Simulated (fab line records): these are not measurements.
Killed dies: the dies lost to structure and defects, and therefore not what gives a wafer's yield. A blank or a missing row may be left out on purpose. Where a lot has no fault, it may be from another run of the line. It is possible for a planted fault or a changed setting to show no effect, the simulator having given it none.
What tool caused it? / flow nandHarc / 33 wafers from 11 lots sampled at 7 of the route's 1302 steps

== WHAT EACH GAUGE READ, for each wafer ==
NHARC_P_GATE_INSPECT_28.
lot=L518; measured=day 5 22:05; on=defectInspect-01; rawDefectCount=4 8 6
lot=L519; measured=day 6 07:37; on=defectInspect-01; rawDefectCount=7 9 7
lot=L520; measured=day 6 11:22; on=defectInspect-01; rawDefectCount=10 10 5
lot=L521; measured=day 7 05:45; on=defectInspect-02; rawDefectCount=452 466 486
lot=L522; measured=day 7 11:49; on=defectInspect-01; rawDefectCount=463 443 445
lot=L531; measured=day 10 23:31; on=defectInspect-02; rawDefectCount=2 12 10
lot=L532; measured=day 11 16:39; on=defectInspect-02; rawDefectCount=12 10 9
lot=L533; measured=day 11 23:15; on=defectInspect-02; rawDefectCount=4 10 10
lot=L534; measured=day 12 10:43; on=defectInspect-01; rawDefectCount=7 3 8
lot=L535; measured=day 12 20:13; on=defectInspect-01; rawDefectCount=5 8 7
lot=L536; measured=day 13 10:11; on=defectInspect-01; rawDefectCount=11 9 5

NHARC_P_GATE_INSPECT_68.
lot=L518; measured=day 6 16:31; on=defectInspect-02; rawDefectCount=209 195 173
lot=L519; measured=day 7 02:06; on=defectInspect-01; rawDefectCount=137 219 130
lot=L520; measured=day 7 05:40; on=defectInspect-01; rawDefectCount=196 210 279
lot=L521; measured=day 8 00:02; on=defectInspect-01; rawDefectCount=561 573 617
lot=L522; measured=day 8 06:19; on=defectInspect-02; rawDefectCount=553 622 556
lot=L531; measured=day 11 18:46; on=defectInspect-02; rawDefectCount=227 171 235
lot=L532; measured=day 12 10:50; on=defectInspect-02; rawDefectCount=221 269 343
lot=L533; measured=day 12 17:32; on=defectInspect-01; rawDefectCount=214 208 210
lot=L534; measured=day 13 05:06; on=defectInspect-02; rawDefectCount=102 97 146
lot=L535; measured=day 13 14:33; on=defectInspect-02; rawDefectCount=126 135 125
lot=L536; measured=day 14 04:22; on=defectInspect-01; rawDefectCount=204 253 193

NHARC_END_SORT_01.
lot=L521; measured=day 26 02:25; on=prober-01; killedAtArray=74 80 55; killedAtOther=0 0 0; killedAtPeriphery=33 32 63; killedDies=107 112 118; killedOpen=7 6 1; killedShort=5 6 4
lot=L522; measured=day 26 02:28; on=prober-02; killedAtArray=71 81 60; killedAtOther=1 0 0; killedAtPeriphery=78 84 48; killedDies=150 165 108; killedOpen=3 2 8; killedShort=6 2 2

== TOOL THAT RAN EACH LOT (tool first, then ch and the chambers of the sampled wafers, then the start) ==
lot=L518; NHARC_P_STI_ETCH_15=rieSi-01 ch 0,1,2, day 3 16:13; NHARC_P_GATE_PRECLEAN_70=wetBench-02 ch 0,1,3, day 4 20:14; NHARC_P_GATE_ETCH_32=rieSi-05 ch 1,2, day 5 22:36; NHARC_P_GATE_STRIP_108=rieDiel-05 ch 0,1, day 5 22:46
lot=L519; NHARC_P_STI_ETCH_15=rieSi-01 ch 0,1,3, day 4 03:13; NHARC_P_GATE_PRECLEAN_70=wetBench-02 ch 3,4,6, day 5 08:13; NHARC_P_GATE_ETCH_32=rieSi-04 ch 0,1, day 6 08:08; NHARC_P_GATE_STRIP_108=rieDiel-12 ch 0,1, day 6 08:17
lot=L520; NHARC_P_STI_ETCH_15=rieSi-06 ch 0,1, day 4 10:43; NHARC_P_GATE_PRECLEAN_70=wetBench-05 ch 2,3,5, day 5 12:40; NHARC_P_GATE_ETCH_32=rieSi-04 ch 0,3, day 6 11:53; NHARC_P_GATE_STRIP_108=rieDiel-05 ch 0,2,3, day 6 12:02
lot=L521; NHARC_P_STI_ETCH_15=rieSi-01 ch 1,2, day 4 23:02; NHARC_P_GATE_PRECLEAN_70=wetBench-02 ch 3,4,6, day 6 01:49; NHARC_P_GATE_ETCH_32=rieSi-04 ch 1,2,3, day 7 06:17; NHARC_P_GATE_STRIP_108=rieDiel-05 ch 0,1,3, day 7 06:26
lot=L522; NHARC_P_STI_ETCH_15=rieSi-06 ch 2,3, day 5 06:59; NHARC_P_GATE_PRECLEAN_70=wetBench-02 ch 0,1,7, day 6 10:46; NHARC_P_GATE_ETCH_32=rieSi-03 ch 0,2,3, day 7 12:22; NHARC_P_GATE_STRIP_108=rieDiel-05 ch 0,1,2, day 7 12:31
lot=L531; NHARC_P_STI_ETCH_15=rieSi-06 ch 1,3, day 9 01:48; NHARC_P_GATE_PRECLEAN_70=wetBench-06 ch 0,4,7, day 10 01:08; NHARC_P_GATE_ETCH_32=rieSi-05 ch 0,1,3, day 11 00:03; NHARC_P_GATE_STRIP_108=rieDiel-05 ch 2,3, day 11 00:13
lot=L532; NHARC_P_STI_ETCH_15=rieSi-01 ch 0,1,2, day 9 11:23; NHARC_P_GATE_PRECLEAN_70=wetBench-02 ch 4,6,7, day 10 15:26; NHARC_P_GATE_ETCH_32=rieSi-04 ch 0,1,3, day 11 17:13; NHARC_P_GATE_STRIP_108=rieDiel-05 ch 0,1,2, day 11 17:22
lot=L533; NHARC_P_STI_ETCH_15=rieSi-06 ch 0,2,3, day 9 21:15; NHARC_P_GATE_PRECLEAN_70=wetBench-05 ch 3,4,5, day 10 22:48; NHARC_P_GATE_ETCH_32=rieSi-04 ch 0,1,3, day 11 23:46; NHARC_P_GATE_STRIP_108=rieDiel-12 ch 0,1,3, day 11 23:56
lot=L534; NHARC_P_STI_ETCH_15=rieSi-06 ch 0,2,3, day 10 06:40; NHARC_P_GATE_PRECLEAN_70=wetBench-06 ch 2,5,7, day 11 09:28; NHARC_P_GATE_ETCH_32=rieSi-03 ch 1,2,3, day 12 11:24; NHARC_P_GATE_STRIP_108=rieDiel-01 ch 0,1,3, day 12 11:34
lot=L535; NHARC_P_STI_ETCH_15=rieSi-02 ch 0,1,2, day 10 17:37; NHARC_P_GATE_PRECLEAN_70=wetBench-06 ch 1,3,4, day 11 22:05; NHARC_P_GATE_ETCH_32=rieSi-03 ch 0,1,3, day 12 20:44; NHARC_P_GATE_STRIP_108=rieDiel-01 ch 1,2,3, day 12 20:53
lot=L536; NHARC_P_STI_ETCH_15=rieSi-01 ch 0,1,2, day 11 07:37; NHARC_P_GATE_PRECLEAN_70=wetBench-06 ch 4,5,6, day 12 11:49; NHARC_P_GATE_ETCH_32=rieSi-03 ch 0,1, day 13 10:43; NHARC_P_GATE_STRIP_108=rieDiel-01 ch 0,2,3, day 13 10:55
- NHARC_P_STI_ETCH_15: etches the open film in HBr/Cl2, target depth 300 nm, time 100.1 s.
- NHARC_P_GATE_PRECLEAN_70: cleans in SC1.
- NHARC_P_GATE_ETCH_32: etches the open film in HBr/Cl2, target depth 150 nm, time 100.1 s.
- NHARC_P_GATE_STRIP_108: strips in O2.

== WHAT THE TOOLS THEMSELVES READ (means of the sampled wafers that have a number; where no wafer has one, the mark that the record gives instead) ==
NHARC_P_STI_ETCH_15.
lot=L518; tool=rieSi-01; drypumpMotorCurrentA (A)=6.1; mfcCl2Sccm (sccm)=50.12; oesProductAu (a.u.)=1.000; throttleValvePct (%)=26.405
lot=L519; tool=rieSi-01; drypumpMotorCurrentA (A)=6.2; mfcCl2Sccm (sccm)=49.90; oesProductAu (a.u.)=1.013; throttleValvePct (%)=26.411
lot=L520; tool=rieSi-06; drypumpMotorCurrentA (A)=5.7; mfcCl2Sccm (sccm)=49.83; oesProductAu (a.u.)=1.005; throttleValvePct (%)=26.401
lot=L521; tool=rieSi-01; drypumpMotorCurrentA (A)=5.8; mfcCl2Sccm (sccm)=49.95; oesProductAu (a.u.)=1.005; throttleValvePct (%)=26.405
lot=L522; tool=rieSi-06; drypumpMotorCurrentA (A)=6.1; mfcCl2Sccm (sccm)=50.15; oesProductAu (a.u.)=1.008; throttleValvePct (%)=26.412
lot=L531; tool=rieSi-06; drypumpMotorCurrentA (A)=6.1; mfcCl2Sccm (sccm)=49.76; oesProductAu (a.u.)=1.008; throttleValvePct (%)=26.401
lot=L532; tool=rieSi-01; drypumpMotorCurrentA (A)=6.2; mfcCl2Sccm (sccm)=50.06; oesProductAu (a.u.)=0.988; throttleValvePct (%)=26.403
lot=L533; tool=rieSi-06; drypumpMotorCurrentA (A)=5.9; mfcCl2Sccm (sccm)=50.09; oesProductAu (a.u.)=1.000; throttleValvePct (%)=26.399
lot=L534; tool=rieSi-06; drypumpMotorCurrentA (A)=5.9; mfcCl2Sccm (sccm)=50.14; oesProductAu (a.u.)=1.005; throttleValvePct (%)=26.404
lot=L535; tool=rieSi-02; drypumpMotorCurrentA (A)=5.8; mfcCl2Sccm (sccm)=49.97; oesProductAu (a.u.)=0.999; throttleValvePct (%)=26.400
lot=L536; tool=rieSi-01; drypumpMotorCurrentA (A)=6.2; mfcCl2Sccm (sccm)=49.98; oesProductAu (a.u.)=1.006; throttleValvePct (%)=26.406

NHARC_P_GATE_PRECLEAN_70.
lot=L518; tool=wetBench-02; tempC (C)=49.95
lot=L519; tool=wetBench-02; tempC (C)=50.04
lot=L520; tool=wetBench-05; tempC (C)=50.01
lot=L521; tool=wetBench-02; tempC (C)=50.00
lot=L522; tool=wetBench-02; tempC (C)=49.91
lot=L531; tool=wetBench-06; tempC (C)=50.07
lot=L532; tool=wetBench-02; tempC (C)=50.04
lot=L533; tool=wetBench-05; tempC (C)=50.01
lot=L534; tool=wetBench-06; tempC (C)=50.02
lot=L535; tool=wetBench-06; tempC (C)=49.96
lot=L536; tool=wetBench-06; tempC (C)=50.01

NHARC_P_GATE_ETCH_32.
lot=L518; tool=rieSi-05; drypumpMotorCurrentA (A)=6.2; mfcCl2Sccm (sccm)=49.85; oesProductAu (a.u.)=1.004; throttleValvePct (%)=26.410
lot=L519; tool=rieSi-04; drypumpMotorCurrentA (A)=6.6; mfcCl2Sccm (sccm)=49.90; oesProductAu (a.u.)=1.007; throttleValvePct (%)=26.404
lot=L520; tool=rieSi-04; drypumpMotorCurrentA (A)=6.5; mfcCl2Sccm (sccm)=49.91; oesProductAu (a.u.)=1.001; throttleValvePct (%)=26.400
lot=L521; tool=rieSi-04; drypumpMotorCurrentA (A)=5.9; mfcCl2Sccm (sccm)=49.90; oesProductAu (a.u.)=1.001; throttleValvePct (%)=26.400
lot=L522; tool=rieSi-03; drypumpMotorCurrentA (A)=5.4; mfcCl2Sccm (sccm)=50.02; oesProductAu (a.u.)=1.001; throttleValvePct (%)=26.408
lot=L531; tool=rieSi-05; drypumpMotorCurrentA (A)=5.9; mfcCl2Sccm (sccm)=50.14; oesProductAu (a.u.)=0.997; throttleValvePct (%)=26.400
lot=L532; tool=rieSi-04; drypumpMotorCurrentA (A)=6.4; mfcCl2Sccm (sccm)=49.88; oesProductAu (a.u.)=1.006; throttleValvePct (%)=26.407
lot=L533; tool=rieSi-04; drypumpMotorCurrentA (A)=6.4; mfcCl2Sccm (sccm)=49.91; oesProductAu (a.u.)=0.997; throttleValvePct (%)=26.393
lot=L534; tool=rieSi-03; drypumpMotorCurrentA (A)=5.5; mfcCl2Sccm (sccm)=50.00; oesProductAu (a.u.)=1.003; throttleValvePct (%)=26.406
lot=L535; tool=rieSi-03; drypumpMotorCurrentA (A)=5.2; mfcCl2Sccm (sccm)=49.97; oesProductAu (a.u.)=1.004; throttleValvePct (%)=26.399
lot=L536; tool=rieSi-03; drypumpMotorCurrentA (A)=5.2; mfcCl2Sccm (sccm)=50.04; oesProductAu (a.u.)=0.990; throttleValvePct (%)=26.411

NHARC_P_GATE_STRIP_108.
lot=L518; tool=rieDiel-05; drypumpMotorCurrentA (A)=6.2; oesProductAu (a.u.)=0.991; rfVppV (V)=57.0; showerheadPlenumPTorr (Torr)=3.53; throttleValvePct (%)=17.031
lot=L519; tool=rieDiel-12; drypumpMotorCurrentA (A)=5.7; oesProductAu (a.u.)=1.003; rfVppV (V)=56.9; showerheadPlenumPTorr (Torr)=3.47; throttleValvePct (%)=17.032
lot=L520; tool=rieDiel-05; drypumpMotorCurrentA (A)=5.9; oesProductAu (a.u.)=0.996; rfVppV (V)=57.2; showerheadPlenumPTorr (Torr)=3.50; throttleValvePct (%)=17.034
lot=L521; tool=rieDiel-05; drypumpMotorCurrentA (A)=6.2; oesProductAu (a.u.)=0.998; rfVppV (V)=57.2; showerheadPlenumPTorr (Torr)=3.60; throttleValvePct (%)=17.029
lot=L522; tool=rieDiel-05; drypumpMotorCurrentA (A)=6.1; oesProductAu (a.u.)=1.004; rfVppV (V)=58.3; showerheadPlenumPTorr (Torr)=3.55; throttleValvePct (%)=17.033
lot=L531; tool=rieDiel-05; drypumpMotorCurrentA (A)=5.9; oesProductAu (a.u.)=0.996; rfVppV (V)=58.5; showerheadPlenumPTorr (Torr)=3.57; throttleValvePct (%)=17.039
lot=L532; tool=rieDiel-05; drypumpMotorCurrentA (A)=6.1; oesProductAu (a.u.)=0.998; rfVppV (V)=57.6; showerheadPlenumPTorr (Torr)=3.55; throttleValvePct (%)=17.038
lot=L533; tool=rieDiel-12; drypumpMotorCurrentA (A)=5.6; oesProductAu (a.u.)=1.001; rfVppV (V)=57.6; showerheadPlenumPTorr (Torr)=3.48; throttleValvePct (%)=17.028
lot=L534; tool=rieDiel-01; drypumpMotorCurrentA (A)=5.4; oesProductAu (a.u.)=1.005; rfVppV (V)=58.2; showerheadPlenumPTorr (Torr)=3.72; throttleValvePct (%)=17.046
lot=L535; tool=rieDiel-01; drypumpMotorCurrentA (A)=5.6; oesProductAu (a.u.)=0.989; rfVppV (V)=58.1; showerheadPlenumPTorr (Torr)=3.74; throttleValvePct (%)=17.035
lot=L536; tool=rieDiel-01; drypumpMotorCurrentA (A)=5.2; oesProductAu (a.u.)=1.005; rfVppV (V)=59.1; showerheadPlenumPTorr (Torr)=3.72; throttleValvePct (%)=17.037

== THE ANSWER, worked out from the rows above alone ==
Rule: the usual values come from the lots themselves. The widest of any qualifying gaps counts: lots, ordered by their means at a reading, are off when they make up no more than a third of the lots, leave a main group of 4 or more, and stand apart from it by 3 or more times the standard deviation of that group's means. If all means in a main group match to the digits the tables above print for the reading, that group is not used. Also off: a lot with no number at a reading for which 4 or more lots have one. Any other lot the step has rows for is counted as sound. Order of review: gauges by route order, followed by the tools' own readings, for which a lot's mean as printed above is used. The first step at which some lot is off is used, and at that step the reading that is off furthest; a lot without a number counts as furthest.
Off: L521, L522, at NHARC_P_GATE_INSPECT_28 (rawDefectCount). Main group: mean 7.7, sd 1.3.
If a tool, at a process step before that reading, ran all the lots that are off and no sound lot after the first of them, it fits. The gauges at NHARC_P_GATE_INSPECT_28 are tried like those tools. Not one of the candidates tried fits.

== WHAT HAD BEEN PUT IN BY THE SIMULATOR ==
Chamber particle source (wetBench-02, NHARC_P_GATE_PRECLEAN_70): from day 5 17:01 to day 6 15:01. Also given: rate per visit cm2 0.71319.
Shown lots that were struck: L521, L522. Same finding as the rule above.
